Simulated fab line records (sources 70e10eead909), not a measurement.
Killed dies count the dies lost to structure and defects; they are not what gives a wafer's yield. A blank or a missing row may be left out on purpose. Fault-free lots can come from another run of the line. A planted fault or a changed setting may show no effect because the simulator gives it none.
One fault seen from 2 desks || flow nandHarc || what lay behind the numbers comes last; until then each desk has only its own

## THE METROLOGY DESK
Lot by lot, what the gauges showed, no matter which tool ran the lot: averages of those sampled wafers that carry a number. Any lot whose mean is over 4 standard deviations away from the usual mean is out of limits and marked OUT; that distance is given in the brackets.
Columns: A = cdNm at NHARC_A_SLIT_CD_MEAS_21, usual 289.8 nm; B = overlayXNm at NHARC_A_CONTACT_OVL_MEAS_43, usual 0.1 nm; C = overlayYNm at NHARC_A_CONTACT_OVL_MEAS_43, usual 0.2 nm
{"lot": "L112", "first seen here": "day 20 12:58", "A": 290.3, "B": -0.3, "C": 0.8}
{"lot": "L114", "first seen here": "day 22 09:49", "A": 289.9, "B": 0.6, "C": 0.8}
{"lot": "L113", "first seen here": "day 22 16:59", "A": 290.8, "B": 0.8, "C": -0.2}
{"lot": "L119", "first seen here": "day 24 10:19", "A": 289.4, "B": -0.5, "C": 0.4}
{"lot": "L121", "first seen here": "day 24 19:35", "A": 290.6, "B": 0.4, "C": 0.5}
{"lot": "L124", "first seen here": "day 26 05:01", "A": 290.5, "B": 1.7, "C": -0.4}
{"lot": "L125", "first seen here": "day 26 12:27", "A": 290.4, "B": 1.3, "C": 1.3}
{"lot": "L128", "first seen here": "day 28 00:28", "A": 289.4, "B": -0.1, "C": 0.6}
{"lot": "L127", "first seen here": "day 28 00:30", "A": 290.6, "B": 0.7, "C": 0.6}
{"lot": "L129", "first seen here": "day 28 04:15", "A": 290.6, "B": 0.2, "C": 0.2}
{"lot": "L131", "first seen here": "day 28 18:28", "A": 288.8, "B": 0.2, "C": -0.7}
{"lot": "L130", "first seen here": "day 28 19:28", "A": 289.2, "B": -0.3, "C": 0.6}
{"lot": "L133", "first seen here": "day 29 06:44", "A": 290.0, "B": -0.5, "C": 0.5}
Finding of this desk: none of the 13 lots has anything out of limits.

## TOOL OWNER'S DESK, rieMetal-03
The tool's own readings at NHARC_A_WL_FILL_ETCHBACK_17 (etches the open film in Cl2/BCl3, target depth 4 nm, time 26.7 s): means of the sampled wafers that have a number, for each lot that ran on this tool. Any lot whose mean is over 4 standard deviations away from the usual mean is out of limits and marked OUT; that distance is given in the brackets.
Columns: A = drypumpMotorCurrentA at NHARC_A_WL_FILL_ETCHBACK_17, usual 5.48 A; B = oesProductAu at NHARC_A_WL_FILL_ETCHBACK_17, usual 1.001 a.u.
{"lot": "L112", "first seen here": "day 21 10:16", "A": 5.34, "B": 1.001}
{"lot": "L119", "first seen here": "day 25 05:56", "A": 5.48, "B": 0.986}
{"lot": "L121", "first seen here": "day 25 13:22", "A": 5.49, "B": 0.991}
{"lot": "L129", "first seen here": "day 28 22:48", "A": 5.34, "B": 0.999}
{"lot": "L130", "first seen here": "day 29 13:04", "A": 5.35, "B": 1.000}
Finding of this desk: none of the 5 lots has anything out of limits.

## BROUGHT TOGETHER
At the metrology desk, nothing out of limits was observed.
The tool owner's desk saw nothing out of limits.

## WHAT HAD BEEN PUT IN BY THE SIMULATOR
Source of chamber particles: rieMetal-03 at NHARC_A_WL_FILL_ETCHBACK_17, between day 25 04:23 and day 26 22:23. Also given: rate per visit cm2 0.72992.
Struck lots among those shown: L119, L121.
